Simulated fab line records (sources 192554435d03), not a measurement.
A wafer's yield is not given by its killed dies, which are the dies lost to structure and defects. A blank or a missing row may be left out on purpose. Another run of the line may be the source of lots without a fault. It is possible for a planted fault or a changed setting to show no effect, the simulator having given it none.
fab line records	flow n5_finfet
record lots=7	wafers=20	last_day=17
route steps=1938 shown BEOL_M11@1542 PASSIVATION@1936
lots that met no fault: taken from a fault-free run of the same line
start_h: the number of hours between the record's first day and the start of the first shown wafer of the lot	wait_h: hours since the lot's step before	" the same as in the row above	L1.1+2: several wafers, shown together as one row	- either no value or no given start	* or withheld: withheld	< > ~ a bound
route shown NAME@n: a module of which the file shows steps, and the number in the route of the first	usual: mean and standard deviation over wafers with no fault	same: alike in all rows	chamber/n: place in a boat	sites: the reading at each site	_std_site: their standard deviation	_edge_site: the outer-site mean with the inner-site mean subtracted	radius_mm: for every site, how far away it sits from the centre of the wafer	mask NAME#n: copy n	behind: the last tool/chamber to shape the wafer	hold: why the lot went on hold/how many hours it stayed there/how the hold came to an end	device: which transistor (n, p or np) failed to switch	end of line: the tests these same wafers got at the end of their route	a step given without rows: its recipe and nothing more	killed: not the wafer's yield, but the dies lost to structure and defects at the first sort	map: per-die view of a wafer (x killed, . not killed, _ where there is no die)
set.NAME: setting as actually run; set.NAME@STEP: the setting as run at that earlier step	model.NAME: the simulator's own value behind a step, which no gauge read
a table for each step, a row for each wafer; lots at some steps of the route
services: a tool's chamber out of use, with start hour (start_h, from the record's first day; less than 0 if before it), hours out, and reason
## steps
# step N5_BEOL_M11_COAT_60
# recipe resist=SiARC	temp_c=220	time_s=60	spin_rpm=1500	resist_thk_nm=30
# step N5_BEOL_M11_COAT_05
# recipe resist=CAR-ArF	spin_rpm=1500	resist_thk_nm=90
# step N5_BEOL_M11_EBR_07
# recipe solvent=PGMEA	ebr_width_mm=1.5
# step N5_BEOL_M11_SOFTBAKE_06
# recipe temp_c=110	time_s=60	resist=CAR-ArF
# step N5_BEOL_M11_EXPOSE_08
# recipe mask_id=M11	na=1.35	source_shape=dipole	sigma_inner=0.411	sigma_outer=0.611	polarization=te	dose_mj=53.75
# step N5_BEOL_M11_PEB_09
# recipe peb_temp_c=withheld	peb_time_s=60	resist=CAR-ArF
# step N5_BEOL_M11_DEVELOP_10
# recipe develop_time_s=30	developer=TMAH	resist=CAR-ArF	rinse_liquid=diw	dry=air_spin	dev_temp_c=23
# step N5_BEOL_M11_CD_MEAS_11
# recipe target_cd_nm=64.1	landing_energy_ev=500	detector=se_inlens	polarity=opening
# usual cd_nm=64.1/0.52
lot.wafer	tool	chamber	start_h	wait_h	cd_nm
L637.2	cd_sem-03	0	247.86	-	64.1
L637.3	"	0	"	"	63.7
L637.6	"	0	"	"	64.0
L643.1	cd_sem-01	0	271.59	-	64.1
L643.4	"	0	"	"	63.6
L643.6	"	0	"	"	65.0
L645.2	cd_sem-03	0	304.56	-	64.6
L645.3	"	0	"	"	64.0
L645.4	"	0	"	"	63.9
L646.1	cd_sem-03	0	305.14	-	64.1
L646.5	"	0	"	"	64.1
L646.6	"	0	"	"	64.2
L650.3	cd_sem-02	0	325.88	-	64.3
L650.5	"	0	"	"	64.5
L656.3	cd_sem-01	0	357.26	-	64.3
L656.5	"	0	"	"	63.5
L656.6	"	0	"	"	64.1
L658.3	cd_sem-03	0	366.62	-	63.9
L658.4	"	0	"	"	64.0
L658.5	"	0	"	"	63.8
# step N5_BEOL_M11_OVL_MEAS_12
# recipe points_per_wafer=44
# usual M11_OVL=0.1/0.68
lot.wafer	tool	chamber	start_h	wait_h	M11_OVL[nm]
L637.2	overlay-01	0	247.89	0.0	-1.1
L637.3	"	0	"	"	0.2
L637.6	"	0	"	"	-0.8
L643.1	overlay-01	0	271.62	0.0	-0.7
L643.4	"	0	"	"	0.6
L643.6	"	0	"	"	0.2
L645.2	overlay-01	0	304.59	0.0	1.4
L645.3	"	0	"	"	0.6
L645.4	"	0	"	"	1.0
L646.1	overlay-01	0	305.17	0.0	1.6
L646.5	"	0	"	"	1.2
L646.6	"	0	"	"	0.5
L650.3	overlay-02	0	325.90	0.0	-0.9
L650.5	"	0	"	"	-0.9
L656.3	overlay-01	0	357.29	0.0	0.7
L656.5	"	0	"	"	0.4
L656.6	"	0	"	"	-0.4
L658.3	overlay-02	0	366.65	0.0	-0.3
L658.4	"	0	"	"	1.1
L658.5	"	0	"	"	-0.9
# step N5_BEOL_M11_INSPECT_13
# recipe mode=adi	inspect_instrument=brightfield
# usual raw_defect_count=387/78
lot.wafer	tool	chamber	start_h	wait_h	raw_defect_count
L637.2	defect_inspect-02	-	247.92	0.0	424
L637.3	"	-	"	"	500
L637.6	"	-	"	"	468
L643.1	defect_inspect-02	-	271.65	0.0	416
L643.4	"	-	"	"	540
L643.6	"	-	"	"	319
L645.2	defect_inspect-01	-	304.61	0.0	527
L645.3	"	-	"	"	407
L645.4	"	-	"	"	469
L646.1	defect_inspect-01	-	305.19	0.0	386
L646.5	"	-	"	"	333
L646.6	"	-	"	"	382
L650.3	defect_inspect-01	-	325.93	0.0	233
L650.5	"	-	"	"	356
L656.3	defect_inspect-01	-	357.31	0.0	318
L656.5	"	-	"	"	378
L656.6	"	-	"	"	386
L658.3	defect_inspect-02	-	366.68	0.0	533
L658.4	"	-	"	"	416
L658.5	"	-	"	"	448
# step N5_BEOL_M11_DESCUM_16
# recipe chemistry=O2	time_s=7.9	source_power_w=50	bias_power_w=20	pressure_mtorr=20	rf_frequency_hz=2.712e+07	temp_c=40	resist=CAR-ArF	o2_flow_sccm=225
# usual drypump_motor_current_A=5.9/0.45	oes_product_au=0.74/0.079	rf_vpp_V=243.2/1.4	showerhead_plenum_p_Torr=2.10/0.083	throttle_valve_pct=20.46/0.17
lot.wafer	tool	chamber	start_h	wait_h	drypump_motor_current_A	oes_product_au	rf_hours_counter_h	rf_vpp_V	showerhead_plenum_p_Torr	throttle_valve_pct
L637.2	rie_diel-04	2	247.95	0.0	5.4	0.74	171	243.4	2.08	20.39
L637.3	"	1	"	"	6.0	0.71	179	243.5	2.16	20.46
L637.6	"	2	"	"	5.4	0.73	-	242.2	2.08	20.39
L643.1	rie_diel-04	3	271.68	0.0	5.9	0.70	205	243.6	2.18	20.56
L643.4	"	1	"	"	6.0	0.71	185	245.0	2.16	20.48
L643.6	"	3	"	"	6.0	0.69	-	243.2	2.18	20.56
L645.2	rie_diel-04	1	305.20	0.6	6.0	0.69	197	244.6	2.16	20.50
L645.3	"	3	"	"	5.9	0.67	216	242.7	2.18	20.57
L645.4	"	2	"	"	5.4	0.73	-	243.4	2.08	20.43
L646.1	rie_diel-04	3	305.46	0.3	5.9	0.69	216	245.7	2.18	20.58
L646.5	"	2	"	"	5.4	0.73	-	242.4	2.08	20.41
L646.6	"	3	"	"	5.9	0.68	-	243.6	2.18	20.57
L650.3	rie_diel-04	1	325.96	0.0	6.0	0.68	204	244.3	2.15	20.49
L650.5	"	0	"	"	6.3	0.99	-	245.0	2.21	20.25
L656.3	rie_diel-02	0	357.34	0.0	5.1	0.75	151	244.4	2.19	20.43
L656.5	"	0	"	"	5.1	0.75	-	246.0	2.19	20.41
L656.6	"	1	"	"	6.1	0.72	-	241.5	1.99	20.34
L658.3	rie_diel-03	0	366.94	0.3	5.9	0.88	38	245.3	2.20	20.12
L658.4	"	1	"	"	6.5	0.67	-	244.1	2.09	20.84
L658.5	"	3	"	"	5.3	0.70	-	241.2	1.98	20.71
# step N5_BEOL_M11_ETCH_61
# recipe chemistry=CF4	target=SiARC	target_depth_a=390	mask_material=CAR-ArF	time_s=65	ion_energy_ev=80	pressure_mtorr=40	source_w=545	bias_w=36	Ar_flow_sccm=100	cf4_flow_sccm=100	ends=cleared
# usual drypump_motor_current_A=5.9/0.45	etch_rf_on_time_s=64.8/1.3	oes_product_au=0.63/0.066	rf_vpp_V=184.1/1.3	showerhead_plenum_p_Torr=2.15/0.077	throttle_valve_pct=15.68/0.16
lot.wafer	tool	chamber	start_h	wait_h	drypump_motor_current_A	etch_rf_on_time_s	oes_product_au	rf_hours_counter_h	rf_vpp_V	showerhead_plenum_p_Torr	throttle_valve_pct
L637.2	rie_diel-04	2	247.99	0.0	5.4	64.1	0.63	171	183.7	2.13	15.69
L637.3	"	1	"	"	6.0	63.6	0.61	179	183.6	2.21	15.72
L637.6	"	2	"	"	5.4	64.3	0.63	-	183.4	2.13	15.67
L643.1	rie_diel-04	3	271.72	0.0	6.0	63.9	0.60	205	184.3	2.21	15.67
L643.4	"	1	"	"	6.0	64.0	0.61	185	184.4	2.21	15.72
L643.6	"	3	"	"	6.0	64.2	0.59	-	183.9	2.21	15.68
L645.2	rie_diel-04	1	305.24	0.0	6.0	64.3	0.60	197	185.8	2.21	15.75
L645.3	"	3	"	"	5.9	63.6	0.59	216	185.9	2.20	15.68
L645.4	"	2	"	"	5.4	64.1	0.63	-	184.0	2.13	15.70
L646.1	rie_diel-04	3	305.49	0.0	5.9	64.4	0.59	216	184.9	2.20	15.70
L646.5	"	2	"	"	5.4	64.8	0.62	-	184.5	2.13	15.70
L646.6	"	3	"	"	5.9	64.4	0.59	-	185.6	2.20	15.71
L650.3	rie_diel-04	1	326.00	0.0	6.0	65.4	0.59	204	184.9	2.21	15.77
L650.5	"	0	"	"	6.3	63.5	0.86	-	184.9	2.29	15.59
L656.3	rie_diel-02	0	357.38	0.0	5.1	65.9	0.64	151	185.4	2.23	15.62
L656.5	"	0	"	"	5.1	66.0	0.64	-	186.7	2.23	15.62
L656.6	"	1	"	"	6.2	65.8	0.61	-	184.3	2.05	15.63
L658.3	rie_diel-03	0	366.98	0.0	5.9	63.8	0.74	38	185.4	2.27	15.41
L658.4	"	1	"	"	6.5	64.3	0.58	-	184.3	2.09	15.81
L658.5	"	3	"	"	5.3	65.0	0.59	-	181.5	2.02	15.84
# step N5_BEOL_M11_ETCH_62
# recipe chemistry=N2/H2	target=SOC	target_depth_a=1100	overetch_a=220	mask_material=SiARC	temp_c=40	time_s=165	ion_energy_ev=200	pressure_mtorr=30	source_w=840	bias_w=150	n2_flow_sccm=200	h2_flow_sccm=200
# usual drypump_motor_current_A=5.9/0.45	oes_product_au=0.63/0.064	rf_vpp_V=524.2/2.8	showerhead_plenum_p_Torr=2.55/0.097	throttle_valve_pct=17.81/0.14
lot.wafer	tool	chamber	start_h	wait_h	drypump_motor_current_A	oes_product_au	rf_hours_counter_h	rf_vpp_V	showerhead_plenum_p_Torr	throttle_valve_pct	model.SiARC_of_BEOL_M11_COAT_60.thk_nm
L637.2	rie_diel-04	2	248.04	0.0	5.4	0.62	171	523.9	2.53	17.80	23.6
L637.3	"	1	"	"	6.0	0.60	179	526.2	2.63	17.92	23.4
L637.6	"	2	"	"	5.4	0.62	-	523.6	2.53	17.79	23.6
L643.1	rie_diel-04	3	271.77	0.0	6.0	0.59	205	525.9	2.62	17.69	23.2
L643.4	"	1	"	"	6.1	0.59	185	527.2	2.63	17.93	23.4
L643.6	"	3	"	"	6.0	0.59	-	526.2	2.62	17.70	23.4
L645.2	rie_diel-04	1	305.29	0.0	6.0	0.59	197	525.3	2.63	17.95	23.6
L645.3	"	3	"	"	6.0	0.69	216	524.9	2.61	17.76	24.6
L645.4	"	2	"	"	5.4	0.62	-	522.7	2.52	17.82	23.6
L646.1	rie_diel-04	3	305.54	0.0	6.0	0.69	216	525.9	2.61	17.74	24.6
L646.5	"	2	"	"	5.4	0.62	-	523.5	2.52	17.83	23.8
L646.6	"	3	"	"	5.9	0.58	-	525.8	2.61	17.72	23.4
L650.3	rie_diel-04	1	326.05	0.0	6.0	0.69	204	528.0	2.62	18.00	24.8
L650.5	"	0	"	"	6.3	0.84	-	528.9	2.70	17.64	23
L656.3	rie_diel-02	0	357.43	0.0	5.1	0.64	151	527.1	2.64	17.77	23.4
L656.5	"	0	"	"	5.1	0.64	-	526.8	2.64	17.79	23.4
L656.6	"	1	"	"	6.2	0.62	-	520.0	2.42	17.82	23.6
L658.3	rie_diel-03	0	367.03	0.0	5.9	0.73	38	529.5	2.70	17.61	23.2
L658.4	"	1	"	"	6.5	0.57	-	522.7	2.50	17.93	23.6
L658.5	"	3	"	"	5.3	0.59	-	519.8	2.39	17.99	23.4
# step N5_BEOL_M11_STRIP_68
# recipe chemistry=N2/H2	temp_c=40	n2_flow_sccm=200	h2_flow_sccm=200	rf_frequency_hz=6e+07
# step N5_PASSIVATION_PROBE_49
# usual defect_limited_yield=91.3/1.5	killed_at_M0_to_M3=33/12	killed_at_M4_up=13/5.2	killed_at_contacts=13/6.7	killed_at_front_end=40/11	killed_at_other=4.1/2.7	killed_dies=103/17	killed_on_rim=14/4.2	killed_open=69/13	killed_short=33/8.4	sort_bin_5_function=5.1/1	sort_bin_6_memory=3.2/0.62	sort_bin_8_speed=0.00/0.014	sort_n_pass=1077/17
# same gross_dies=1180	killed_at_back_side=0	sort_bin_4_leakage[%]=0
lot.wafer	tool	chamber	start_h	wait_h	defect_limited_yield[%]	killed_at_M0_to_M3	killed_at_M4_up	killed_at_contacts	killed_at_front_end	killed_at_other	killed_dies	killed_on_rim	killed_open	killed_short	sort_bin_5_function[%]	sort_bin_6_memory[%]	sort_bin_8_speed[%]	sort_n_pass
L637.2	prober-02	-	297.97	0.1	91.0	25	5	15	57	4	106	15	73	33	5.4	3.2	0	1074
L637.3	prober-02	-	298.02	0.1	89.8	30	6	26	55	3	120	14	80	40	5.3	4.0	0	1060
L637.6	prober-02	-	298.17	0.3	90.8	39	8	14	40	7	108	8	71	36	5.6	3.2	0	1072
L643.1	prober-02	-	319.35	0.0	91.7	30	9	26	31	2	98	16	64	32	4.8	3.2	0	1082
L643.4	prober-02	-	319.50	0.2	87.5	47	11	17	71	1	147	26	91	54	8.1	4.2	0	1033
L643.6	prober-02	-	319.60	0.3	91.0	24	21	7	53	1	106	15	74	31	4.7	4.2	0	1074
L646.1	prober-01	-	358.54	0.7	89.7	27	19	20	53	3	122	15	81	39	5.8	3.9	0	1058
L646.5	prober-01	-	358.74	0.9	91.5	27	19	10	44	0	100	15	71	27	5.4	2.8	0	1080
L646.6	prober-01	-	358.79	1.0	91.4	22	11	12	56	0	101	11	71	28	4.3	3.6	0	1079
L645.2	prober-01	-	364.52	0.1	90.4	18	26	24	40	5	113	15	83	29	5.4	3.8	0	1067
L645.3	prober-01	-	364.57	0.1	90.8	30	10	20	46	2	108	14	79	28	6.3	2.6	0	1072
L645.4	prober-01	-	364.62	0.2	90.3	28	14	15	52	5	114	21	81	33	5.3	4.4	0	1066
L650.3	prober-02	-	383.11	0.1	91.4	27	10	19	41	5	102	11	57	44	5.1	3.1	0	1078
L656.3	prober-02	-	396.53	0.1	91.1	45	13	7	38	2	105	20	64	38	5.2	3.5	0	1075
L656.5	prober-02	-	396.63	0.2	91.8	36	14	9	34	4	97	7	59	36	5.1	2.5	0	1083
L656.6	prober-02	-	396.68	0.3	91.8	42	10	6	38	1	97	17	52	44	4.7	2.9	0	1083
L658.3	prober-02	-	410.73	0.1	92.6	31	22	8	26	0	87	17	66	21	4.2	3.1	0	1093
L658.4	prober-02	-	410.78	0.2	92.2	23	21	18	30	0	92	10	63	29	4.8	2.7	0	1088
L658.5	prober-02	-	410.83	0.2	92.4	20	25	20	23	2	90	12	68	21	4.7	2.9	0	1090
# killed by level:class
L637.2 FIN_SAQP:geometric_particle:open=23 FIN_SAQP:geometric_particle:short=12 MOL_CONTACT_COAG:geometric_particle:open=11 BEOL_M3:geometric_particle:open=8 GATE_CUT:geometric_particle:short=7 BEOL_M1:geometric_particle:open=6 GATE_CUT:geometric_particle:open=6 BEOL_M0_SAQP:geometric_particle:open=5
L637.3 STI_FIN_REVEAL:geometric_particle:open=24 MOL_CONTACT_COAG:geometric_particle:open=19 FIN_SAQP:geometric_particle:open=9 GATE_CUT:geometric_particle:short=7 BEOL_M3:geometric_particle:open=7 MOL_CONTACT_COAG:geometric_particle:short=7 FIN_SAQP:geometric_particle:short=6 BEOL_M1:geometric_particle:short=5
L637.6 MOL_CONTACT_COAG:geometric_particle:open=13 BEOL_M1:geometric_particle:open=13 FIN_SAQP:geometric_particle:open=12 BEOL_M0_SAQP:geometric_particle:open=11 FIN_SAQP:geometric_particle:short=8 GATE_CUT:geometric_particle:short=6 BEOL_M1:geometric_particle:short=6 STI_FIN_REVEAL:geometric_particle:open=4
L643.1 MOL_CONTACT_COAG:geometric_particle:open=21 BEOL_M2:geometric_particle:open=14 FIN_SAQP:geometric_particle:open=7 FIN_SAQP:geometric_particle:short=6 MOL_CONTACT_COAG:geometric_particle:short=5 BEOL_M0_SAQP:geometric_particle:short=5 STI_FIN_REVEAL:geometric_particle:short=3 BEOL_M1:geometric_particle:open=3
L643.4 FIN_SAQP:geometric_particle:short=24 FIN_SAQP:geometric_particle:open=21 MOL_CONTACT_COAG:geometric_particle:open=13 STI_FIN_REVEAL:geometric_particle:open=12 BEOL_M0_SAQP:geometric_particle:open=10 BEOL_M0_SAQP:geometric_particle:short=10 BEOL_M3:geometric_particle:open=8 BEOL_M2:geometric_particle:open=7
L643.6 FIN_SAQP:geometric_particle:open=17 BEOL_M4:geometric_particle:open=14 FIN_SAQP:geometric_particle:short=10 BEOL_M2:geometric_particle:open=7 GATE_CUT:geometric_particle:open=6 STI_FIN_REVEAL:geometric_particle:open=6 MOL_CONTACT_COAG:geometric_particle:open=5 BEOL_M0_SAQP:geometric_particle:open=5
L646.1 MOL_CONTACT_COAG:geometric_particle:open=17 STI_FIN_REVEAL:geometric_particle:open=15 GATE_CUT:geometric_particle:open=10 BEOL_M1:geometric_particle:open=8 STI_FIN_REVEAL:geometric_particle:short=7 BEOL_M4:geometric_particle:open=7 GATE_CUT:geometric_particle:short=6 BEOL_M2:geometric_particle:open=6
L646.5 STI_FIN_REVEAL:geometric_particle:open=19 MOL_CONTACT_COAG:geometric_particle:open=9 BEOL_M0_SAQP:geometric_particle:open=8 FIN_SAQP:geometric_particle:open=7 BEOL_M0_SAQP:geometric_particle:short=6 BEOL_M4:geometric_particle:open=5 GATE_CUT:geometric_particle:open=5 FIN_SAQP:geometric_particle:short=4
L646.6 STI_FIN_REVEAL:geometric_particle:open=21 MOL_CONTACT_COAG:geometric_particle:open=9 BEOL_M3:geometric_particle:open=8 DUMMY_GATE:geometric_particle:open=6 BEOL_M4:geometric_particle:open=6 FIN_SAQP:geometric_particle:short=4 STI_FIN_REVEAL:geometric_particle:short=4 GATE_CUT:geometric_particle:open=4
L645.2 MOL_CONTACT_COAG:geometric_particle:open=22 FIN_SAQP:geometric_particle:short=12 BEOL_M4:geometric_particle:open=12 STI_FIN_REVEAL:geometric_particle:open=9 FIN_SAQP:geometric_particle:open=7 BEOL_M1:geometric_particle:open=6 BEOL_M3:geometric_particle:open=5 BEOL_M6:geometric_particle:open=5
L645.3 MOL_CONTACT_COAG:geometric_particle:open=16 STI_FIN_REVEAL:geometric_particle:open=11 BEOL_M1:geometric_particle:open=9 FIN_SAQP:geometric_particle:open=8 DUMMY_GATE:geometric_particle:open=6 BEOL_M0_SAQP:geometric_particle:short=5 FIN_SAQP:geometric_particle:short=4 GATE_CUT:geometric_particle:open=4
L645.4 FIN_SAQP:geometric_particle:open=17 MOL_CONTACT_COAG:geometric_particle:open=13 STI_FIN_REVEAL:geometric_particle:open=12 FIN_SAQP:geometric_particle:short=10 BEOL_M1:geometric_particle:open=6 BEOL_M5:geometric_particle:open=6 BEOL_M0_SAQP:geometric_particle:open=5 BEOL_M2:geometric_particle:open=5
L650.3 MOL_CONTACT_COAG:geometric_particle:open=18 BEOL_M0_SAQP:geometric_particle:short=9 FIN_SAQP:geometric_particle:short=7 STI_FIN_REVEAL:geometric_particle:open=6 BEOL_M2:geometric_particle:open=6 FIN_SAQP:geometric_particle:open=5 BEOL_M8:geometric_particle:short=4 ILD0:geometric_particle:short=4
L656.3 FIN_SAQP:geometric_particle:short=16 BEOL_M3:geometric_particle:open=10 MOL_CONTACT_COAG:geometric_particle:open=7 BEOL_M0_SAQP:geometric_particle:open=7 BEOL_M0:geometric_particle:open=7 BEOL_M1:geometric_particle:open=7 BEOL_M0_SAQP:geometric_particle:short=6 BEOL_M4:geometric_particle:open=6
L656.5 BEOL_M0_SAQP:geometric_particle:short=9 BEOL_M1:geometric_particle:open=9 FIN_SAQP:geometric_particle:short=8 BEOL_M0_SAQP:geometric_particle:open=8 MOL_CONTACT_COAG:geometric_particle:open=6 BEOL_M4:geometric_particle:open=5 FIN_SAQP:geometric_particle:open=4 STI_FIN_REVEAL:geometric_particle:open=4
L656.6 FIN_SAQP:geometric_particle:short=12 BEOL_M0_SAQP:geometric_particle:short=9 BEOL_M3:geometric_particle:open=9 BEOL_M0_SAQP:geometric_particle:open=8 BEOL_M4:geometric_particle:open=8 FIN_SAQP:geometric_particle:open=7 BEOL_M1:geometric_particle:open=6 BEOL_M1:geometric_particle:short=5
L658.3 BEOL_M4:geometric_particle:open=15 BEOL_M3:geometric_particle:open=8 FIN_SAQP:geometric_particle:open=7 BEOL_M2:geometric_particle:open=6 MOL_CONTACT_COAG:geometric_particle:open=5 STARTING-WAFER:geometric_particle:open=5 DUMMY_GATE:geometric_particle:open=4 BEOL_M0_SAQP:geometric_particle:short=4
L658.4 BEOL_M4:geometric_particle:open=15 MOL_CONTACT_COAG:geometric_particle:open=11 MOL_CONTACT_COAG:geometric_particle:short=7 STI_FIN_REVEAL:geometric_particle:open=6 BEOL_M2:geometric_particle:open=6 FIN_SAQP:geometric_particle:short=5 STARTING-WAFER:geometric_particle:short=5 FIN_SAQP:geometric_particle:open=4
L658.5 MOL_CONTACT_COAG:geometric_particle:open=18 BEOL_M4:geometric_particle:open=15 FIN_SAQP:geometric_particle:short=7 FIN_SAQP:geometric_particle:open=6 BEOL_M3:geometric_particle:open=6 BEOL_M2:geometric_particle:open=5 BEOL_M1:geometric_particle:open=4 STI_FIN_REVEAL:geometric_particle:open=3
## services
tool	chamber	start_h	hours	kind
rie_diel-03	0	225.48	-	clean
rie_diel-03	0	225.48	-	consumable_replace:focus_ring
rie_diel-03	0	225.48	-	consumable_replace:showerhead
rie_diel-03	0	225.48	21.1	scheduled_down
rie_diel-03	0	225.48	21.1	vent_cycle
rie_diel-04	2	248.97	8.5	repair
rie_diel-02	3	249.69	7.0	repair
rie_diel-04	0	303.73	-	clean
rie_diel-04	0	303.73	-	consumable_replace:focus_ring
rie_diel-04	0	303.73	-	consumable_replace:showerhead
rie_diel-04	0	303.73	17.6	scheduled_down
rie_diel-04	0	303.73	17.6	vent_cycle
rie_diel-04	2	316.38	2.4	repair
rie_diel-02	1	327.06	13.8	repair
rie_diel-03	2	333.27	7.1	repair
rie_diel-03	3	347.79	18.3	repair
rie_diel-03	2	366.13	-	clean
rie_diel-03	2	366.13	-	consumable_replace:esc
rie_diel-03	2	366.13	-	consumable_replace:focus_ring
rie_diel-03	2	366.13	23.7	scheduled_down
rie_diel-03	2	366.13	23.7	vent_cycle
## key
first_sign none at tools or gauges
model_effect step=N5_BEOL_M11_ETCH_62	value=SiARC_of_BEOL_M11_COAT_60.thk_nm	without=23.47	struck=24.67
met_at N5_BEOL_M11_ETCH_62
struck_wafers L645.3,L646.1,L650.3
fault kind=process_parameter_drift	tool=rie_diel-04	chamber=-	onset_h=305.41	steps=N5_BEOL_M11_ETCH_62	channel=time_s	offset=*	shape=step	end_h=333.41	scope=struck_wafers_only	acts_in=*	stated=*
